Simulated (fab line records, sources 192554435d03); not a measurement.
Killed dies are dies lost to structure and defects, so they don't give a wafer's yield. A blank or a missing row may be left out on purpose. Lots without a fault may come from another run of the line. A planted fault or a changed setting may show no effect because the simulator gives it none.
Chamber matching | flow n5_finfet | N5_BEOL_M13_DESCUM_33 on rie_diel-01: 4 sister chambers
The step chemistry O2, time 7.9 s. 4 wafers are shown with their chamber, then 10 later ones without.

WAFERS WITH THEIR CHAMBER
wafer  | chamber | showerhead_plenum_p_Torr (Torr)
L083.5 | 0       | 2.17
L086.1 | 1       | 1.99
L088.1 | 3       | 2.02
L088.4 | 2       | 2.03

WAFERS WITHOUT THEIR CHAMBER
wafer  | showerhead_plenum_p_Torr (Torr)
L088.5 | 2.01
L091.1 | 2.16
L091.2 | 2.03
L091.6 | 2.01
L093.3 | 2.16
L093.4 | 1.99
L093.6 | 2.03
L096.3 | 2.16
L096.4 | 2.02
L096.6 | 2.02

WHICH CHAMBER EACH WENT THROUGH
wafer  | from the rows above          | in truth
L088.5 | can't be placed: 3 or 1 or 2 | 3
L091.1 | 0                            | 0
L091.2 | can't be placed: 2 or 3      | 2
L091.6 | can't be placed: 3 or 1 or 2 | 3
L093.3 | 0                            | 0
L093.4 | 1                            | 1
L093.6 | can't be placed: 2 or 3      | 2
L096.3 | 0                            | 0
L096.4 | can't be placed: 3 or 2      | 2
L096.6 | can't be placed: 3 or 2      | 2
Placed correctly: 4 of 10. Can't be placed from these rows: 6 (the true chamber is among the candidates in 6). Placed wrongly: 0.
How it was worked out, from the rows above alone: a wafer's distance from a chamber is the root of the sum, over the readings, of the square of ((its reading less the chamber's mean) divided by the reading's scatter). The wafer belongs to the nearest chamber; if the next one is less than 2 further off, it can't be placed. A chamber's mean is the mean of its shown wafers. The scatter: with one shown wafer a chamber, the root of the mean of the squares of how far each hidden wafer lies from its nearest shown one.
